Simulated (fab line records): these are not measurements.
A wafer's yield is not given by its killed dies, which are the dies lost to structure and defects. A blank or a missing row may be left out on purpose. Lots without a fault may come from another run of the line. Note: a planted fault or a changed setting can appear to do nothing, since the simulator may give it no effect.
fab line records    flow n5-finfet
record lots=6  wafers=18  last-day=17
route steps=1938 shown BEOL_M13@1673
lots that met no fault: from a run of the same line without faults
start-h: the number of hours between the record's first day and the start of the first shown wafer of the lot    wait-h: time in hours since the lot's previous step    " same as the row above    L1.1+2: several wafers, shown together as one row    - no value, or no start given    * or withheld: withheld    < > ~ a bound
route shown NAME@n: names a module that has steps shown in the file, with the first one's number in the route    usual: mean and standard deviation over wafers with no fault    same: alike in all rows    chamber/n: place in a boat    sites: the reading at each site    _std_site: how widely they spread, as a standard deviation    _edge_site: mean of outer sites minus mean of inner sites    radius-mm: how far each site lies from the wafer's centre    mask NAME#n: copy n    behind: tool/chamber where the wafer was last shaped    hold: reason for holding the lot/hours on hold/outcome of the hold    device: names the non-switching transistor (n, p or np)    end of line: at the end of the route, the tests of the same wafers    step lacking rows: just its recipe    killed: the dies lost at the first sort to structure and to defects; this is not the yield of the wafer    map: a wafer's dies, marking killed ones x, the rest . and places with no die _
set.NAME: setting as actually run; set.NAME@STEP: the setting as run at that earlier step    model.NAME: the simulator's own value behind a step, which no gauge read
lots at selected steps of the route; one table per step, one row per wafer
services: when a tool's chamber went out of use (start-h, in hours from the record's first day, below 0 if earlier), for how many hours, and the reason
## steps
# step N5_BEOL_M13_ETCH_59
# recipe chemistry=N2/H2  target=BARC  target-depth-a=890  overetch-a=267  time-s=67.9  ion-energy-ev=200  pressure-mtorr=30  source-w=840  bias-w=150  n2-flow-sccm=200  h2-flow-sccm=200
# usual drypump-motor-current-A=5.8/0.56  oes-product-au=0.72/0.067  rf-vpp-V=524.9/2.3  showerhead-plenum-p-Torr=2.57/0.077  throttle-valve-pct=17.80/0.27
lot.wafer  tool         chamber  start-h  wait-h  drypump-motor-current-A  oes-product-au  rf-hours-counter-h  rf-vpp-V  showerhead-plenum-p-Torr  throttle-valve-pct
L908.1     rie-diel-04  1        244.85   0.0     5.4                      0.82            1                   524.2     2.61                      17.61
L908.3     "            2        "        "       5.7                      0.58            261                 524.5     2.60                      17.87
L908.4     "            0        "        "       5.4                      0.80            9                   525.3     2.60                      18.02
L917.3     rie-diel-02  3        305.77   0.0     6.5                      0.63            193                 524.3     2.53                      18.01
L917.4     "            1        "        "       6.2                      0.73            35                  522.3     2.49                      17.95
L917.6     "            0        "        "       5.1                      0.78            -                   528.7     2.69                      17.58
L916.2     rie-diel-02  2        311.12   0.0     6.7                      0.67            114                 524.6     2.55                      18.18
L916.3     "            1        "        "       6.2                      0.73            38                  522.3     2.48                      17.95
L916.6     "            3        "        "       6.5                      0.63            -                   523.3     2.53                      18.01
L920.3     rie-diel-04  3        328.24   0.0     5.5                      0.73            60                  528.2     2.67                      17.35
L920.5     "            3        "        "       5.5                      0.73            -                   528.1     2.67                      17.33
L920.6     "            2        "        "       5.7                      0.82            -                   525.4     2.59                      17.40
L923.1     rie-diel-04  2        351.06   0.0     5.7                      0.80            17                  524.8     2.59                      17.41
L923.3     "            1        "        "       5.3                      0.75            30                  525.8     2.60                      17.66
L923.5     "            2        "        "       5.7                      0.79            -                   525.6     2.59                      17.40
L925.2     rie-diel-02  1        371.83   0.0     6.2                      0.71            56                  523.3     2.48                      17.97
L925.3     "            3        "        "       6.5                      0.62            213                 522.5     2.52                      18.05
L925.5     "            1        "        "       6.2                      0.71            -                   523.6     2.48                      17.99
# step N5_BEOL_M13_VIA_ETCH_16
# recipe chemistry=C4F8/O2/Ar  target=SiOC  pressure-mtorr=30  source-w=3000  bias-w=700  Ar_flow_sccm=400  C4F8_flow_sccm=15  O2_flow_sccm=8  he-inner-torr=15  he-outer-torr=30  target-depth-a=9217  time-s=withheld  ion-energy-ev=250  ends=cleared
# usual drypump-motor-current-A=5.8/0.56  he-outer-torr=30.00/0.058  oes-product-au=0.76/0.076  rf-vpp-V=667/3  showerhead-plenum-p-Torr=3.46/0.095  throttle-valve-pct=24.14/0.26
lot.wafer  tool         chamber  start-h  wait-h  drypump-motor-current-A  he-outer-torr  oes-product-au  rf-vpp-V  showerhead-plenum-p-Torr  throttle-valve-pct
L908.1     rie-diel-04  1        244.90   0.0     5.4                      30.01          0.89            667       3.51                      23.87
L908.3     "            2        "        "       5.7                      29.93          0.61            667       3.52                      24.29
L908.4     "            0        "        "       5.4                      30.04          0.86            667       3.48                      24.33
L917.3     rie-diel-02  3        305.82   0.0     6.5                      29.96          0.66            664       3.40                      24.36
L917.4     "            1        "        "       6.2                      30.02          0.78            662       3.37                      24.30
L917.6     "            0        "        "       5.0                      30.01          0.84            670       3.58                      23.80
L916.2     rie-diel-02  2        311.17   0.0     6.8                      30.03          0.71            667       3.43                      24.56
L916.3     "            1        "        "       6.2                      30.01          0.78            664       3.37                      24.31
L916.6     "            3        "        "       6.5                      30.03          0.66            666       3.40                      24.37
L920.3     rie-diel-04  3        328.29   0.0     5.5                      29.99          0.77            672       3.60                      23.81
L920.5     "            3        "        "       5.5                      29.94          0.77            671       3.60                      23.81
L920.6     "            2        "        "       5.7                      29.97          0.87            667       3.51                      23.94
L923.1     rie-diel-04  2        351.11   0.0     5.7                      30.08          0.84            667       3.51                      23.93
L923.3     "            1        "        "       5.3                      30.01          0.79            667       3.49                      23.90
L923.5     "            2        "        "       5.7                      30.16          0.84            668       3.51                      23.94
L925.2     rie-diel-02  1        371.88   0.0     6.2                      29.99          0.76            662       3.36                      24.34
L925.3     "            3        "        "       6.5                      29.99          0.65            664       3.39                      24.39
L925.5     "            1        "        "       6.2                      29.96          0.75            663       3.36                      24.33
# step N5_BEOL_M13_STRIP_63
# recipe chemistry=N2/H2  power-w=1000  temp-c=250  h2-frac=0.65  overash-fraction=0.3  pressure-mtorr=1000  n2-flow-sccm=1750  h2-flow-sccm=3250
# usual drypump-motor-current-A=5.7/0.4  heater-power-w=329/25  oes-product-au=0.673/0.0049  strip-time-to-endpoint-s=27.6/1.1
lot.wafer  tool             chamber  start-h  wait-h  drypump-motor-current-A  heater-power-w  oes-product-au  rf-hours-counter-h  strip-time-to-endpoint-s
L908.1     plasma-asher-02  0        245.13   -       5.3                      304             0.671           128                 26.9
L908.3     "                0        "        "       5.3                      305             0.674           -                   28.2
L908.4     "                1        "        "       5.5                      366             0.677           -                   27.1
L917.3     plasma-asher-02  1        306.08   -       5.5                      364             0.676           -                   28.0
L917.4     "                0        "        "       5.3                      309             0.677           -                   29.1
L917.6     "                0        "        "       5.3                      307             0.678           -                   27.2
L916.2     plasma-asher-02  1        311.40   -       5.5                      362             0.676           141                 28.3
L916.3     "                1        "        "       5.4                      358             0.674           -                   28.6
L916.6     "                0        "        "       5.3                      309             0.680           -                   28.4
L920.3     plasma-asher-02  1        328.55   -       5.4                      355             0.674           -                   28.0
L920.5     "                0        "        "       5.3                      302             0.670           -                   26.4
L920.6     "                1        "        "       5.4                      354             0.671           -                   25.7
L923.1     plasma-asher-02  1        351.35   -       5.4                      353             0.667           148                 27.2
L923.3     "                0        "        "       5.3                      305             0.677           -                   27.0
L923.5     "                1        "        "       5.4                      355             0.672           -                   26.4
L925.2     plasma-asher-01  1        372.12   -       6.1                      346             0.678           95                  28.3
L925.3     "                1        "        "       6.1                      342             0.673           -                   28.1
L925.5     "                0        "        "       6.2                      302             0.678           -                   26.8
# step N5_BEOL_M13_STRIP_64
# recipe chemistry=N2/H2  power-w=1000  temp-c=250  h2-frac=0.65  overash-fraction=0.3  pressure-mtorr=withheld  n2-flow-sccm=1750  h2-flow-sccm=3250
# usual drypump-motor-current-A=5.7/0.4  heater-power-w=328/25  oes-product-au=0.715/0.0043  strip-time-to-endpoint-s=31.29/0.074
lot.wafer  tool             chamber  start-h  wait-h  drypump-motor-current-A  heater-power-w  oes-product-au  rf-hours-counter-h  strip-time-to-endpoint-s
L908.1     plasma-asher-02  0        245.19   0.0     5.3                      306             0.719           128                 31.37
L908.3     "                0        "        "       5.3                      312             0.712           -                   31.25
L908.4     "                1        "        "       5.4                      350             0.714           -                   31.32
L917.3     plasma-asher-02  1        306.14   0.0     5.5                      358             0.710           -                   31.19
L917.4     "                0        "        "       5.3                      303             0.714           -                   31.18
L917.6     "                0        "        "       5.3                      312             0.711           -                   31.15
L916.2     plasma-asher-02  1        311.46   0.0     5.4                      362             0.719           141                 31.26
L916.3     "                1        "        "       5.5                      358             0.721           -                   31.24
L916.6     "                0        "        "       5.3                      305             0.713           -                   31.21
L920.3     plasma-asher-02  1        328.61   0.0     5.5                      351             0.723           -                   31.37
L920.5     "                0        "        "       5.3                      316             0.711           -                   31.28
L920.6     "                1        "        "       5.5                      366             0.717           -                   31.28
L923.1     plasma-asher-02  1        351.41   0.0     5.5                      351             0.720           148                 31.26
L923.3     "                0        "        "       5.3                      313             0.717           -                   31.16
L923.5     "                1        "        "       5.5                      350             0.717           -                   31.27
L925.2     plasma-asher-01  1        372.18   0.0     6.0                      333             0.719           95                  31.32
L925.3     "                1        "        "       6.1                      340             0.710           -                   31.39
L925.5     "                0        "        "       6.2                      307             0.709           -                   31.35
# step N5_BEOL_M13_STRIP_71
# recipe chemistry=post-etch-residue-remover  time-s=60  temp-c=25  remover-ph=withheld  remover-water-wt-pct=withheld  remover-fluoride-wt-pct=withheld
# step N5_BEOL_M13_SRD_72
# recipe time-s=30  temp-c=23  rinse-liquid=diw  dry=n2-spin  spin-rpm=1500  dry-time-s=30
# step N5_BEOL_M13_CD_MEAS_17
# recipe target-cd-nm=190  polarity=opening
# usual cd-nm=191.0/1.7
lot.wafer  tool       chamber  start-h  wait-h  cd-nm
L908.1     cd-sem-02  -        245.34   0.0     191.7
L908.3     "          -        "        "       190.7
L908.4     "          -        "        "       188.5
L917.3     cd-sem-03  -        306.27   0.0     194.1
L917.4     "          -        "        "       192.9
L917.6     "          -        "        "       195.3
L916.2     cd-sem-03  -        311.61   0.0     187.8
L916.3     "          -        "        "       188.3
L916.6     "          -        "        "       188.7
L920.3     cd-sem-02  -        328.74   0.0     193.1
L920.5     "          -        "        "       192.7
L920.6     "          -        "        "       192.8
L923.1     cd-sem-03  -        351.56   0.0     189.1
L923.3     "          -        "        "       187.3
L923.5     "          -        "        "       189.2
L925.2     cd-sem-01  -        372.32   0.0     189.4
L925.3     "          -        "        "       191.6
L925.5     "          -        "        "       192.2
# step N5_BEOL_M13_COAT_65
# recipe resist=SOC  temp-c=250  time-s=60  spin-rpm=1500  resist-thk-nm=350
# step N5_BEOL_M13_COAT_66
# recipe resist=SiARC  temp-c=220  time-s=60  spin-rpm=1500  resist-thk-nm=110
# step N5_BEOL_M13_COAT_22
# recipe spin-rpm=2888  resist-thk-nm=300
# step N5_BEOL_M13_EBR_24
# recipe solvent=PGMEA  ebr-width-mm=1.5
# step N5_BEOL_M13_SOFTBAKE_23
# recipe temp-c=130  time-s=60
# step N5_BEOL_M13_EXPOSE_25
# recipe mask-id=M13  na=0.93  source-shape=conventional  sigma-outer=0.4  polarization=unpolarized  target-cd-nm=210  dose-mj=22
# usual exposure-dose-mJ-cm2=21.976/0.024  focus-offset-nm=0.0/0.52
lot.wafer  tool            chamber  start-h  wait-h  mask   exposure-dose-mJ-cm2  focus-offset-nm
L908.1     krf-scanner-02  0        245.62   -       M13#0  21.988                0.3
L908.3     "               0        "        "       M13#0  21.989                0.4
L908.4     "               0        "        "       M13#0  21.957                -0.6
L917.3     krf-scanner-01  -        306.56   -       M13#0  -                     -
L917.4     "               -        "        "       M13#0  -                     -
L917.6     "               -        "        "       M13#0  -                     -
L916.2     krf-scanner-02  -        311.90   -       M13#0  -                     -
L916.3     "               -        "        "       M13#0  -                     -
L916.6     "               -        "        "       M13#0  -                     -
L920.3     krf-scanner-02  0        329.03   -       M13#0  21.971                0.0
L920.5     "               0        "        "       M13#0  21.965                -0.1
L920.6     "               0        "        "       M13#0  21.958                -0.1
L923.1     krf-scanner-02  0        351.84   -       M13#0  21.954                0.5
L923.3     "               0        "        "       M13#0  21.944                -0.5
L923.5     "               0        "        "       M13#0  21.952                -1.0
L925.2     krf-scanner-01  0        372.48   -       M13#0  22.015                0.2
L925.3     "               0        "        "       M13#0  22.008                0.4
L925.5     "               0        "        "       M13#0  21.959                -0.5
# step N5_BEOL_M13_PEB_26
# recipe peb-temp-c=130  peb-time-s=90
## services
tool            chamber  start-h  hours  kind
rie-diel-04     1        220.95   -      clean
rie-diel-04     1        220.95   -      consumable-replace:focus-ring
rie-diel-04     1        220.95   21.6   scheduled-down
rie-diel-04     1        220.95   21.6   vent-cycle
krf-scanner-01  -        223.78   1.0    pm
krf-scanner-01  0        227.55   -      calibration
krf-scanner-01  -        231.21   3.6    pm
krf-scanner-02  -        235.68   0.4    repair
krf-scanner-01  -        245.96   0.8    pm
krf-scanner-01  -        250.13   0.3    repair
krf-scanner-02  -        257.50   1.3    repair
krf-scanner-01  -        259.77   4.0    pm
krf-scanner-02  -        264.73   1.3    pm
rie-diel-04     2        265.06   -      clean
rie-diel-04     2        265.06   -      consumable-replace:focus-ring
rie-diel-04     2        265.06   27.9   scheduled-down
rie-diel-04     2        265.06   27.9   vent-cycle
krf-scanner-02  -        267.65   1.0    pm
krf-scanner-01  -        281.39   1.2    repair
krf-scanner-01  -        307.99   1.3    pm
rie-diel-02     0        324.30   6.3    repair
krf-scanner-02  -        347.03   0.8    pm
## key
first-sign step=N5_BEOL_M13_EXPOSE_25  reading=tool-record  direction=missing
effect none on later readings
met-at N5_BEOL_M13_EXPOSE_25
struck-wafers L916.2,L916.3,L916.6,L917.3,L917.4,L917.6
later-rows-left-out L916.2,L916.3,L916.6,L917.3,L917.4,L917.6
sort-left-out L916.2,L916.3,L916.6,L917.3,L917.4,L917.6
onset-between 245.62 306.56
fault kind=skipped-step-whole  tool=krf-scanner-01,krf-scanner-02  chamber=-  onset-h=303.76  steps=N5_BEOL_M13_EXPOSE_25  scope=struck-lots-only
# sort-left-out: the simulated sort isn't trusted on such a fault, so these wafers' sort isn't shown, and their yield isn't known
# later-rows-left-out: the simulator's readings of these wafers behind a module that went badly wrong aren't trusted and aren't shown, but for the sort
